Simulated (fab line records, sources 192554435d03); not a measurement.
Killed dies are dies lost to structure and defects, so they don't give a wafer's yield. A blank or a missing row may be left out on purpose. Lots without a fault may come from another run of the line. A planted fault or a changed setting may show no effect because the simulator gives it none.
Split-lot experiment | flow n5_finfet | 7 lots, 21 wafers read, on a route of 1938 steps

THE SPLIT
At N5_BEOL_M5_TRENCH_ETCH_37 (etches SiCOH lowk in C4F6/O2, target depth 71.652 nm, time 24.7 s), the setting bias_w was moved away from the recipe's 185 W on 2 of the 21 wafers read, by -15.1% to +9.5%. The other wafers ran this setting at the recipe's value.

The reading is taken at the split's own step.

THE READING
rf_vpp_V, in V, at N5_BEOL_M5_TRENCH_ETCH_37 (etches SiCOH lowk in C4F6/O2, target depth 71.652 nm, time 24.7 s). Fault-free wafers of this fab line usually give 670 V, standard deviation 11 V.

wafer  | tool, chamber at the split | bias_w as run, W | against the recipe | rf_vpp_V, V | against lot-mates on the recipe
L074.2 | rie_diel-01, 3             | 185              | recipe             | 674         | -
L074.3 | rie_diel-01, 0             | 185              | recipe             | 685         | -
L074.6 | rie_diel-01, 3             | 185              | recipe             | 674         | -
L075.2 | rie_diel-02, 3             | 185              | recipe             | 652         | -
L075.3 | rie_diel-02, 2             | 185              | recipe             | 669         | -
L075.6 | rie_diel-02, 2             | 185              | recipe             | 669         | -
L084.1 | rie_diel-02, 2             | 185              | recipe             | 670         | -
L084.5 | rie_diel-02, 2             | 185              | recipe             | 668         | -
L084.6 | rie_diel-02, 1             | 185              | recipe             | 674         | -
L087.3 | rie_diel-02, 2             | 185              | recipe             | 668         | -
L087.4 | rie_diel-02, 3             | 185              | recipe             | 653         | -
L087.6 | rie_diel-02, 0             | 202.5            | +9.5%              | 721         | +60
L085.2 | rie_diel-05, 0             | 157.1            | -15.1%             | 587         | -93
L085.4 | rie_diel-05, 3             | 185              | recipe             | 674         | -
L085.6 | rie_diel-05, 1             | 185              | recipe             | 686         | -
L088.1 | rie_diel-02, 3             | 185              | recipe             | 651         | -
L088.3 | rie_diel-02, 0             | 185              | recipe             | 671         | -
L088.4 | rie_diel-02, 2             | 185              | recipe             | 669         | -
L090.2 | rie_diel-05, 2             | 185              | recipe             | 666         | -
L090.3 | rie_diel-05, 3             | 185              | recipe             | 675         | -
L090.5 | rie_diel-05, 2             | 185              | recipe             | 665         | -

THE FIT
A straight line over all 21 wafers: rf_vpp_V changes by +5.46 V for each +1% of bias_w; r = +0.93; the points scatter about the line by 9.1 V.
The same after taking each lot's own level away (the mean of its wafers on the recipe; 21 wafers): +6.23 V for each +1%; r = +0.97; scatter 6.4 V.
On that fit, the largest move of bias_w shifts the reading by 94 V.
The lots' own levels span 660.5 to 680.0 V, that is 1.8 times the standard deviation above.
So the lot-to-lot level changes the slope: the two fits differ.
Check: with one of the wafers moved furthest among these (-15.1%) left out of the fit, the line predicts -96.5 V for it against its lot-mates. It came out at -93 V against them.
Tool readings at the split's step, against how far the setting was moved: rf_vpp_V r = +0.93.

OTHER SPLITS ON THESE WAFERS
These wafers also went through other splits before the reading. Each is held against what the fit with the lots' levels taken away leaves over:
other split on the same wafers           | wafers away from the commonest value | r with rf_vpp_V (lot level and that fit taken away)
N5_MOL_CONTACT_COAG_ALD_123 ald_cycles   | 7                                    | +0.19
N5_MOL_CONTACT_COAG_CVD_140 target_thk_a | 9                                    | +0.01
N5_BEOL_M0_ETCH_128 source_w             | 8                                    | -0.14
N5_BEOL_M0_ETCH_109 bias_w               | 4                                    | +0.02
N5_BEOL_M1_EXPOSE_25 dose_mj             | 6                                    | -0.23
N5_BEOL_M2_ETCH_69 bias_w                | 4                                    | +0.04
N5_BEOL_M4_HM_DEP_02 target_thk_a        | 8                                    | +0.09
N5_BEOL_M4_COAT_62 spin_rpm              | 7                                    | +0.19
N5_BEOL_M5_ETCH_68 time_s                | 7                                    | -0.32

THE FILE'S OWN FIT
rf_vpp_V changes by +6.25 V for each +1% of bias_w, r = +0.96.
